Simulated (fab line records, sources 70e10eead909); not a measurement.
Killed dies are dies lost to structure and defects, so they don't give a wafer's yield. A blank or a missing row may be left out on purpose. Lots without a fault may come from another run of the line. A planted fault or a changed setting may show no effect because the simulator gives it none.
fab line records | flow nand_harc | part 1 of 2: steps 1 to 25 of 36
record lots=5 wafers=15 last_day=25
route steps=1159 shown A_SGD_CUT@751 A_SLIT@779
lots that met no fault: from a run of the same line without faults
start_h: hours from the record's first day to the start of the lot's first wafer shown | wait_h: hours since the lot's step before | " the same as in the row above | L1.1+2: a row that stands for several wafers | - no value, or no start given | * or withheld: withheld | < > ~ a bound
route shown NAME@n: a module of which the file shows steps, and the number in the route of the first | usual: mean/standard deviation of fault-free wafers | same: alike in all rows | chamber/n: place in a boat | sites: the reading at each site | _std_site: their standard deviation | _edge_site: outer sites' mean less inner sites' | radius_mm: how far each site lies from the wafer's centre | mask NAME#n: copy n | behind: the tool/chamber that last shaped the wafer | hold: why the lot was held/for how many hours/how that ended | device: the transistor (n, p or np) that didn't switch | end of line: the same wafers' tests at the end of the route | a step without rows: its recipe alone | killed: dies lost to structure and defects at the first sort, not the wafer's yield | map: a wafer's dies, x killed, . not, _ none there
set.NAME: the setting as run; set.NAME@STEP: as run at that earlier step | model.NAME: the simulator's own value behind a step, which no gauge read
lots at some steps of the route; a table a step, a row a wafer
services: from which hour (start_h, from the record's first day; less than 0 if before it) a tool's chamber was out of use, for how many hours, and why
## steps
# step NHARC_A_SGD_CUT_COAT_57
# recipe temp_c=225 time_s=65
# columns lot.wafer tool chamber start_h wait_h
L077.1+3+5 litho_track-06 0 - -
L076.1+4+6 litho_track-01 0 - -
L088.4+5+6 litho_track-04 0 - -
L091.1+2+4 litho_track-04 0 - -
L097.1+4+5 litho_track-04 0 - -
# step NHARC_A_SGD_CUT_COAT_03
# recipe spin_rpm=1500 resist_thk_nm=90
# columns lot.wafer tool chamber start_h wait_h
L077.1+3+5 litho_track-06 0 - -
L076.1+4+6 litho_track-01 0 - -
L088.4+5+6 litho_track-04 0 - -
L091.1+2+4 litho_track-04 0 - -
L097.1+4+5 litho_track-04 0 - -
# step NHARC_A_SGD_CUT_SOFTBAKE_04
# recipe temp_c=105 time_s=55
# columns lot.wafer tool chamber start_h wait_h
L077.1+3+5 litho_track-06 0 - -
L076.1+4+6 litho_track-01 0 - -
L088.4+5+6 litho_track-04 0 - -
L091.1+2+4 litho_track-04 0 - -
L097.1+4+5 litho_track-04 0 - -
# step NHARC_A_SGD_CUT_EBR_05
# columns lot.wafer tool chamber start_h wait_h
L077.1+3+5 litho_track-06 0 - -
L076.1+4+6 litho_track-01 0 - -
L088.4+5+6 litho_track-04 0 - -
L091.1+2+4 litho_track-04 0 - -
L097.1+4+5 litho_track-04 0 - -
# step NHARC_A_SGD_CUT_EXPOSE_06
# recipe na=1.35 dose_mj=85.59 mask_id=SGD
# columns lot.wafer tool chamber start_h wait_h mask
L077.1+3+5 arfi_scanner-03 0 326.53 - SGD#0
L076.1+4+6 arfi_scanner-02 0 328.40 - SGD#0
L088.4+5+6 arfi_scanner-01 0 385.94 - SGD#0
L091.1+2+4 arfi_scanner-01 0 426.21 - SGD#0
L097.1+4+5 arfi_scanner-03 0 444.37 - SGD#0
# step NHARC_A_SGD_CUT_PEB_07
# recipe peb_temp_c=100 peb_time_s=65
# columns lot.wafer tool chamber start_h wait_h
L077.1+3+5 litho_track-01 0 326.59 0.1
L076.1+4+6 litho_track-04 0 328.46 0.1
L088.4+5+6 litho_track-06 0 385.99 0.0
L091.1+2+4 litho_track-01 0 426.27 0.1
L097.1+4+5 litho_track-04 0 444.43 0.1
# step NHARC_A_SGD_CUT_DEVELOP_08
# recipe develop_time_s=35 dev_temp_c=23
# columns lot.wafer tool chamber start_h wait_h
L077.1+3+5 litho_track-01 0 - -
L076.1+4+6 litho_track-04 0 - -
L088.4+5+6 litho_track-06 0 - -
L091.1+2+4 litho_track-01 0 - -
L097.1+4+5 litho_track-04 0 - -
# step NHARC_A_SGD_CUT_CD_MEAS_09
# recipe target_cd_nm=100 landing_energy_ev=500
# usual cd_nm=100.0/0.4
# columns lot.wafer tool chamber start_h wait_h cd_nm
L077.1 cd_sem-02 0 326.67 - 99.5
L077.3 " 0 " " 99.9
L077.5 " 0 " " 99.6
L076.1 cd_sem-03 0 328.54 - 100.3
L076.4 " 0 " " 100.4
L076.6 " 0 " " 100.2
L088.4 cd_sem-03 0 386.08 - 99.7
L088.5 " 0 " " 100.0
L088.6 " 0 " " 99.8
L091.1 cd_sem-01 0 426.35 - 100.1
L091.2 " 0 " " 99.9
L091.4 " 0 " " 99.7
L097.1 cd_sem-02 0 444.51 - 99.8
L097.4 " 0 " " 99.8
L097.5 " 0 " " 99.8
# step NHARC_A_SGD_CUT_OVL_MEAS_10
# usual overlay_x_nm=0.1/1 overlay_y_nm=0.1/1.1
# columns lot.wafer tool chamber start_h wait_h overlay_x_nm overlay_y_nm
L077.1 overlay-01 - 326.76 - -0.9 -0.2
L077.3 " - " " -1.3 -0.2
L077.5 " - " " -1.0 -0.4
L076.1 overlay-01 - 328.64 - -0.7 0.0
L076.4 " - " " -0.4 -0.8
L076.6 " - " " -0.1 -0.3
L088.4 overlay-01 - 386.16 - -1.7 0.5
L088.5 " - " " -0.8 0.6
L088.6 " - " " -1.4 0.2
L091.1 overlay-02 - 426.45 - -1.8 0.6
L091.2 " - " " -1.2 0.0
L091.4 " - " " -2.0 0.2
L097.1 overlay-02 - 444.59 - 1.5 -2.2
L097.4 " - " " 1.8 -2.6
L097.5 " - " " 2.3 -2.5
# step NHARC_A_SGD_CUT_INSPECT_11
# usual raw_defect_count=16/7.6
# columns lot.wafer tool chamber start_h wait_h raw_defect_count
L077.1 defect_inspect-01 - 326.79 0.0 18
L077.3 " - " " 18
L077.5 " - " " 21
L076.1 defect_inspect-01 - 328.68 0.0 15
L076.4 " - " " 17
L076.6 " - " " 18
L088.4 defect_inspect-02 - 386.20 0.0 7
L088.5 " - " " 9
L088.6 " - " " 12
L091.1 defect_inspect-01 - 426.48 0.0 25
L091.2 " - " " 34
L091.4 " - " " 24
L097.1 defect_inspect-01 - 444.64 0.0 12
L097.4 " - " " 13
L097.5 " - " " 17
# step NHARC_A_SGD_CUT_DESCUM_14
# recipe time_s=3 o2_flow_sccm=200 ar_flow_sccm=0 bias_power_w=0 chemistry=O2
# usual chamber_pressure_mTorr=60.01/0.054 drypump_motor_current_A=5.7/0.33 oes_product_au=1.001/0.0089 rf_vpp_V=57.6/0.91 showerhead_plenum_p_Torr=1.91/0.07 throttle_valve_pct=11.310/0.0083
# columns lot.wafer tool chamber start_h wait_h chamber_pressure_mTorr drypump_motor_current_A oes_product_au rf_hours_counter_h rf_vpp_V showerhead_plenum_p_Torr throttle_valve_pct
L077.3 rie_diel-04 1 326.86 0.1 59.88 6.2 1.001 2 55.6 1.90 11.293
L077.1 " 3 " " 59.99 5.9 1.008 3 55.6 1.89 11.301
L077.5 " 0 " " 59.98 5.4 1.005 - 57.6 1.95 11.318
L076.1 rie_diel-08 0 328.75 0.1 60.03 5.6 1.004 1 56.8 1.87 11.305
L076.4 " 3 " " 60.06 5.2 0.995 1 58.9 1.88 11.310
L076.6 " 1 " " 60.03 5.7 0.990 - 60.2 2.05 11.313
L088.6 rie_diel-08 3 386.29 0.1 60.00 5.2 1.006 - 56.6 1.88 11.309
L088.5 " 0 " " 60.01 5.6 1.013 - 56.8 1.87 11.307
L088.4 " 1 " " 60.10 5.7 1.001 - 58.4 2.05 11.302
L091.4 rie_diel-09 3 426.55 0.1 59.95 5.7 0.997 16 58.4 1.96 11.322
L091.1 " 0 " " 60.10 5.3 0.998 17 56.7 1.78 11.313
L091.2 " 2 " " 60.11 6.0 0.995 16 57.8 1.92 11.309
L097.1 rie_diel-08 2 444.71 0.1 59.94 6.3 1.009 9 57.4 1.88 11.307
L097.4 " 0 " " 59.97 5.5 1.015 11 56.9 1.86 11.310
L097.5 " 2 " " 60.00 6.3 0.999 - 56.0 1.88 11.338
# step NHARC_A_SGD_CUT_ETCH_58
# recipe target_depth_a=390 over_etch_frac=0.3 time_s=65 ion_energy_ev=80 cf4_flow_sccm=150 ar_flow_sccm=0 rf_w=300 bias_w=100 chemistry=CF4
# usual chamber_pressure_mTorr=50.00/0.052 drypump_motor_current_A=5.7/0.35 oes_product_au=1.001/0.0089 rf_vpp_V=151.2/1.1 showerhead_plenum_p_Torr=1.76/0.055 throttle_valve_pct=13.283/0.0089
# columns lot.wafer tool chamber start_h wait_h chamber_pressure_mTorr drypump_motor_current_A oes_product_au rf_hours_counter_h rf_vpp_V showerhead_plenum_p_Torr throttle_valve_pct
L077.3 rie_diel-04 2 326.95 0.1 49.94 5.4 1.015 3 150.6 1.73 13.278
L077.1 " 0 " " 50.03 5.5 1.013 2 151.6 1.80 13.285
L077.5 " 2 " " 49.96 5.4 1.006 - 149.5 1.73 13.272
L076.4 rie_diel-08 3 328.83 0.1 49.93 5.2 1.003 1 151.9 1.74 13.294
L076.1 " 0 " " 50.06 5.6 1.006 1 151.8 1.73 13.279
L076.6 " 0 " " 50.02 5.6 1.002 - 151.7 1.73 13.299
L088.6 rie_diel-08 0 386.38 0.1 49.87 5.6 0.996 - 152.0 1.73 13.291
L088.5 " 1 " " 49.97 5.7 0.990 - 152.8 1.88 13.286
L088.4 " 3 " " 49.97 5.2 0.996 - 149.2 1.74 13.285
L091.2 rie_diel-09 3 426.64 0.1 50.07 5.7 0.989 16 151.1 1.81 13.271
L091.4 " 0 " " 49.99 5.3 0.990 17 150.1 1.66 13.289
L091.1 " 1 " " 50.05 6.0 0.995 16 149.9 1.77 13.270
L097.4 rie_diel-08 3 444.79 0.1 49.98 5.2 0.998 11 151.3 1.74 13.284
L097.1 " 1 " " 50.03 5.7 1.005 11 151.8 1.88 13.279
L097.5 " 0 " " 50.02 5.6 1.001 - 150.7 1.73 13.289
# step NHARC_A_SGD_CUT_ETCH_59
# recipe target_depth_a=2600 over_etch_frac=0.25 time_s=406.25 ion_energy_ev=200 n2_flow_sccm=150 h2_flow_sccm=150 ar_flow_sccm=0 rf_w=400 bias_w=150 chemistry=N2/H2
# usual chamber_pressure_mTorr=30.005/0.027 drypump_motor_current_A=5.7/0.33 oes_product_au=1.001/0.0091 rf_vpp_V=430.6/2.1 showerhead_plenum_p_Torr=2.04/0.074 throttle_valve_pct=14.173/0.009
# columns lot.wafer tool chamber start_h wait_h chamber_pressure_mTorr drypump_motor_current_A oes_product_au rf_hours_counter_h rf_vpp_V showerhead_plenum_p_Torr throttle_valve_pct
L077.1 rie_diel-04 2 - - 30.031 5.5 0.999 3 428.5 1.99 14.186
L077.3 " 0 " " 30.037 5.5 1.004 2 430.8 2.07 14.168
L077.5 " 3 " " 30.021 6.0 1.011 - 429.7 2.02 14.178
L076.1 rie_diel-08 3 - - 30.001 5.2 1.000 1 428.7 2.00 14.167
L076.4 " 0 " " 29.968 5.6 1.008 1 428.4 1.99 14.169
L076.6 " 1 " " 29.987 5.7 1.004 - 435.6 2.19 14.176
L088.4 rie_diel-08 0 - - 30.009 5.5 1.005 - 429.2 1.99 14.183
L088.5 " 1 " " 29.966 5.7 1.006 - 433.9 2.18 14.168
L088.6 " 3 " " 29.995 5.3 1.012 - 429.6 2.00 14.165
L091.2 rie_diel-09 2 - - 30.001 6.0 0.989 16 429.8 2.05 14.159
L091.1 " 3 " " 30.011 5.7 0.990 16 430.2 2.09 14.186
L091.4 " 0 " " 29.991 5.3 0.991 17 426.6 1.90 14.173
L097.1 rie_diel-08 0 - - 30.006 5.6 1.007 11 428.8 1.99 14.182
L097.4 " 3 " " 30.013 5.2 0.998 11 429.3 2.00 14.175
L097.5 " 1 " " 30.039 5.7 1.003 - 434.0 2.18 14.160
# step NHARC_A_SGD_CUT_ETCH_15
# recipe target_depth_a=750 time_s=64.3 ch3f_flow_sccm=50 o2_flow_sccm=30 ar_flow_sccm=200 rf_w=500 bias_w=100 chemistry=CH3F/O2
# usual chamber_pressure_mTorr=24.997/0.024 drypump_motor_current_A=5.7/0.34 oes_product_au=0.963/0.019 rf_vpp_V=263.8/1.3 showerhead_plenum_p_Torr=2.46/0.081 throttle_valve_pct=20.662/0.0089
# columns lot.wafer tool chamber start_h wait_h chamber_pressure_mTorr drypump_motor_current_A oes_product_au rf_hours_counter_h rf_vpp_V showerhead_plenum_p_Torr throttle_valve_pct
L077.1 rie_diel-04 0 - - 24.968 5.5 0.959 2 263.9 2.50 20.660
L077.3 " 3 " " 24.990 5.9 0.977 3 262.2 2.44 20.643
L077.5 " 0 " " 24.978 5.5 0.962 - 263.5 2.50 20.650
L076.1 rie_diel-08 1 - - 25.047 5.7 0.964 2 264.6 2.62 20.658
L076.4 " 0 " " 24.999 5.5 0.973 1 263.8 2.40 20.667
L076.6 " 2 " " 24.987 6.3 0.982 - 263.8 2.43 20.669
L088.6 rie_diel-08 1 - - 24.937 5.7 0.965 - 264.5 2.62 20.647
L088.4 " 3 " " 24.976 5.2 0.963 - 263.0 2.42 20.686
L088.5 " 0 " " 24.994 5.6 0.972 - 262.5 2.40 20.657
L091.1 rie_diel-09 2 - - 25.009 6.0 0.959 16 265.1 2.47 20.662
L091.4 " 3 " " 24.987 5.7 0.963 16 264.9 2.52 20.647
L091.2 " 0 " " 25.023 5.3 0.959 17 262.0 2.30 20.672
L097.1 rie_diel-08 2 - - 24.999 6.3 0.974 9 263.1 2.42 20.652
L097.4 " 0 " " 24.999 5.5 0.992 12 264.0 2.40 20.670
L097.5 " 1 " " 25.001 5.7 0.968 - 267.2 2.62 20.665
# step NHARC_A_SGD_CUT_ETCH_16
# recipe target_depth_a=3105 time_s=155.2 c4f8_flow_sccm=withheld o2_flow_sccm=8 ar_flow_sccm=withheld rf_w=600 bias_w=800 chemistry=C4F8/O2/Ar
# usual chamber_pressure_mTorr=25.004/0.027 oes_product_au=0.975/0.017 rf_vpp_V=723/3.3
# columns lot.wafer tool chamber start_h wait_h chamber_pressure_mTorr oes_product_au rf_hours_counter_h rf_vpp_V
L077.1 rie_diel-04 1 - - 25.026 0.992 3 722
L077.3 " 2 " " 25.013 0.998 3 720
L077.5 " 1 " " 25.036 0.973 - 723
L076.4 rie_diel-08 0 - - 25.016 0.964 1 721
L076.1 " 1 " " 25.007 0.975 2 729
L076.6 " 1 " " 25.029 0.978 - 730
L088.5 rie_diel-08 3 - - 25.027 0.972 - 722
L088.4 " 0 " " 24.936 0.978 - 720
L088.6 " 1 " " 25.026 0.970 - 731
L091.1 rie_diel-09 0 - - 25.024 0.982 17 716
L091.2 " 1 " " 25.024 0.980 16 723
L091.4 " 2 " " 25.028 0.978 16 724
L097.4 rie_diel-08 3 - - 25.016 0.979 11 722
L097.1 " 0 " " 25.026 0.991 12 719
L097.5 " 2 " " 24.990 0.975 - 722
# step NHARC_A_SGD_CUT_STRIP_60
# recipe c4f8_flow_sccm=withheld o2_flow_sccm=8 ar_flow_sccm=withheld bias_w=0 chemistry=C4F8/O2/Ar
# columns lot.wafer tool chamber start_h wait_h
L077.3+1+5 rie_diel-04 2,3,1 - -
L076.4+1+6 rie_diel-08 3,1,0 - -
L088.6+4+5 rie_diel-08 3,0,1 - -
L091.2+4+1 rie_diel-09 1,2,3 - -
L097.1+4+5 rie_diel-08 1,3,2 - -
# step NHARC_A_SGD_CUT_STRIP_17
# recipe o2_flow_sccm=500 ar_flow_sccm=0 bias_w=0 chemistry=O2
# usual chamber_pressure_mTorr=60.00/0.05 drypump_motor_current_A=5.7/0.34 oes_product_au=1.002/0.007 rf_vpp_V=57.9/0.87 showerhead_plenum_p_Torr=3.52/0.11 throttle_valve_pct=17.036/0.0096
# columns lot.wafer tool chamber start_h wait_h chamber_pressure_mTorr drypump_motor_current_A oes_product_au rf_hours_counter_h rf_vpp_V showerhead_plenum_p_Torr throttle_valve_pct
L077.1 rie_diel-04 2 - - 59.97 5.5 1.007 3 57.6 3.45 17.033
L077.3 " 0 " " 60.01 5.4 1.003 3 58.6 3.58 17.041
L077.5 " 2 " " 60.06 5.4 1.010 - 56.9 3.45 17.028
L076.1 rie_diel-08 3 - - 59.94 5.2 0.998 1 59.4 3.47 17.042
L076.4 " 0 " " 59.94 5.6 1.012 2 58.7 3.45 17.027
L076.6 " 2 " " 59.89 6.3 1.003 - 57.5 3.48 17.029
L088.4 rie_diel-08 3 - - 59.96 5.2 0.998 - 58.6 3.47 17.048
L088.6 " 0 " " 60.04 5.6 1.009 - 55.7 3.45 17.058
L088.5 " 1 " " 59.94 5.7 0.993 - 57.3 3.75 17.028
L091.1 rie_diel-09 2 - - 60.03 6.0 1.002 16 57.2 3.55 17.031
L091.2 " 3 " " 59.99 5.7 1.001 17 58.0 3.61 17.052
L091.4 " 0 " " 60.07 5.3 0.999 17 57.7 3.30 17.042
L097.4 rie_diel-08 0 - - 60.00 5.6 1.018 12 59.5 3.44 17.051
L097.1 " 1 " " 60.00 5.7 1.006 12 57.9 3.75 17.015
L097.5 " 2 " " 60.02 6.3 1.006 - 59.7 3.48 17.044
# step NHARC_A_SGD_CUT_PRECLEAN_18
# recipe time_s=* temp_c=50 bath_age_min=0 chemistry=SC1
# same bath_age_min=0
# columns lot.wafer tool chamber start_h wait_h
L077.1+3+5 wet_bench-04 5,0,1 327.83 -
L076.6+4+1 wet_bench-04 7,1,2 329.73 -
L088.4+5+6 wet_bench-04 1,5,6 387.39 -
L091.2+1+4 wet_bench-03 2,4,5 427.52 -
L097.4+1+5 wet_bench-03 7,2,4 445.68 -
# step NHARC_A_SGD_CUT_SRD_19
# columns lot.wafer tool chamber start_h wait_h
L077.1+3+5 wet_bench-04 5,0,1 - -
L076.6+4+1 wet_bench-04 7,1,2 - -
L088.4+5+6 wet_bench-04 1,5,6 - -
L091.2+1+4 wet_bench-03 2,4,5 - -
L097.4+1+5 wet_bench-03 7,2,4 - -
# step NHARC_A_SGD_CUT_DEP_20
# recipe target_thk_a=1500 temp_c=65 material=SiO2
# columns lot.wafer tool chamber start_h wait_h
L077.1+3+5 fcvd-02 0,1,0 328.00 -
L076.1+4+6 fcvd-02 1,1,0 329.89 -
L088.4+5+6 fcvd-01 0,0,1 388.00 -
L091.2+1+4 fcvd-01 0,1,1 427.67 -
L097.1+4+5 fcvd-02 0,1,0 445.85 -
# step NHARC_A_SGD_CUT_ANNEAL_27
# recipe temp_c=450 time_s=1800
# usual spike_tc_upper_C=451.3/1.3
# columns lot.wafer tool chamber start_h wait_h spike_tc_upper_C
L076.1 furnace-02 0 330.85 0.9 449.9
L076.4 " 0 " " 449.4
L076.6 " 0 " " 450.9
L077.1 furnace-02 0 330.85 2.8 453.0
L077.3 " 0 " " 450.4
L077.5 " 0 " " 449.5
L088.4 furnace-05 0 388.93 0.9 452.1
L088.5 " 0 " " 450.8
L088.6 " 0 " " 452.5
L091.1 furnace-05 0 430.17 2.4 452.0
L091.2 " 0 " " 450.7
L091.4 " 0 " " 449.7
L097.1 furnace-05 0 448.95 3.1 452.3
L097.4 " 0 " " 449.6
L097.5 " 0 " " 448.3
# step NHARC_A_SGD_CUT_CMP_21
# recipe target_thk_nm=148.19
# usual motor_current_A=12.6/1.6 pad_life_wafers=244/130 time_to_endpoint_s=49.7/2.6
# columns lot.wafer tool chamber start_h wait_h motor_current_A pad_life_wafers time_to_endpoint_s
L077.3 cmp-01 3 332.29 0.4 13.8 270 51.5
L077.1 " 1 " " 12.1 272 53.5
L077.5 " 0 " " 10.6 - 53.4
L076.1 cmp-04 3 332.29 0.4 14.9 126 47.5
L076.4 " 0 " " 10.1 127 48.1
L076.6 " 3 " " 15.7 - 49.8
L088.4 cmp-01 2 390.56 0.6 10.9 38 46.7
L088.5 " 0 " " 11.1 - 46.8
L088.6 " 1 " " 11.7 - 48.5
L091.1 cmp-01 0 431.77 0.5 11.9 282 52.7
L091.4 " 1 " " 12.4 283 51.2
L091.2 " 3 " " 13.6 285 51.9
L097.4 cmp-04 0 450.39 0.4 10.5 319 53.1
L097.1 " 1 " " 12.5 320 55.3
L097.5 " 3 " " 14.5 - 53.9
# step NHARC_A_SGD_CUT_THK_MEAS_22
# recipe thk_meas_gauge=ellipsometry
# usual thk_nm=148.1/1.6
# columns lot.wafer tool chamber start_h wait_h thk_nm
L077.1 film_metro-01 - 332.55 0.2 146.2
L077.3 " - " " 149.0
L077.5 " - " " 147.9
L076.1 film_metro-02 - 332.55 0.2 145.5
L076.4 " - " " 146.6
L076.6 " - " " 147.3
L088.4 film_metro-01 - 390.76 0.2 147.8
L088.5 " - " " 149.3
L088.6 " - " " 144.2
L091.1 film_metro-01 - 432.02 0.2 148.0
L091.2 " - " " 148.3
L091.4 " - " " 150.7
L097.1 film_metro-01 - 450.62 0.2 148.5
L097.4 " - " " 148.2
L097.5 " - " " 150.0
# step NHARC_A_SGD_CUT_SRD_23
# columns lot.wafer tool chamber start_h wait_h
L076.4+1+6 wet_bench-04 2,5,6 332.59 0.0
L077.3+5+1 wet_bench-09 3,5,0 332.60 0.0
L088.6+5+4 wet_bench-03 3,4,5 390.80 0.0
L091.1+4+2 wet_bench-04 5,6,1 432.07 0.0
L097.4+1+5 wet_bench-03 6,7,3 450.66 0.0
# step NHARC_A_SGD_CUT_ETCH_26
# recipe target_depth_a=458 chemistry=dHF material=SiO2
# columns lot.wafer tool chamber start_h wait_h
L077.3+5+1 wet_bench-09 3,5,0 332.62 0.0
L076.4+1+6 wet_bench-04 2,5,6 332.62 0.0
L088.6+5+4 wet_bench-03 3,4,5 390.83 0.0
L091.1+4+2 wet_bench-04 5,6,1 432.09 0.0
L097.4+1+5 wet_bench-03 6,7,3 450.69 0.0
